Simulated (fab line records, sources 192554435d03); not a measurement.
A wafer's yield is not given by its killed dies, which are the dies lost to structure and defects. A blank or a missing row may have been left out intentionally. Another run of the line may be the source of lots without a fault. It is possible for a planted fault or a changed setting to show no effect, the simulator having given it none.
Matching of chambers | flow n5-finfet | N5_BEOL_M0_SAQP_ETCH_88 on rie-diel-05 has 4 sister chambers
The step etches underlayer in N2/H2, target depth 6.5 nm, time 5.2 s. 4 wafers are shown with their chamber, then 7 later ones without.

WAFERS, EACH WITH ITS CHAMBER
wafer  | chamber | throttle-valve-pct (%)
L085.6 | 0       | 18.68
L088.5 | 2       | 18.07
L091.1 | 3       | 17.77
L091.2 | 1       | 18.20

WAFERS WHOSE CHAMBER IS MISSING
wafer  | throttle-valve-pct (%)
L091.4 | 18.32
L092.2 | 17.76
L092.4 | 18.29
L092.5 | 18.23
L095.1 | 18.32
L095.3 | 17.77
L095.6 | 17.75

CHAMBER TAKEN BY EACH
wafer  | from the rows above     | in truth
L091.4 | can't be placed: 1 or 2 | 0
L092.2 | 3                       | 3
L092.4 | can't be placed: 1 or 2 | 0
L092.5 | can't be placed: 1 or 2 | 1
L095.1 | can't be placed: 1 or 2 | 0
L095.3 | 3                       | 3
L095.6 | 3                       | 3
Correct placement for 3 of the 7. From these rows, 4 cannot be placed; in 1 the true chamber is one of the candidates. Wrongly placed: 0.
How it was worked out, from the rows above alone: a wafer's distance from a chamber is the root of the sum, over the readings, of the square of ((its reading less the chamber's mean) divided by the reading's scatter). If the next closest chamber is less than 2 further off than the closest, the wafer can't be placed; otherwise it belongs to the closest. A chamber's mean is the mean of its shown wafers. The scatter: with one shown wafer a chamber, the root of the mean of the squares of how far each hidden wafer lies from its nearest shown one.
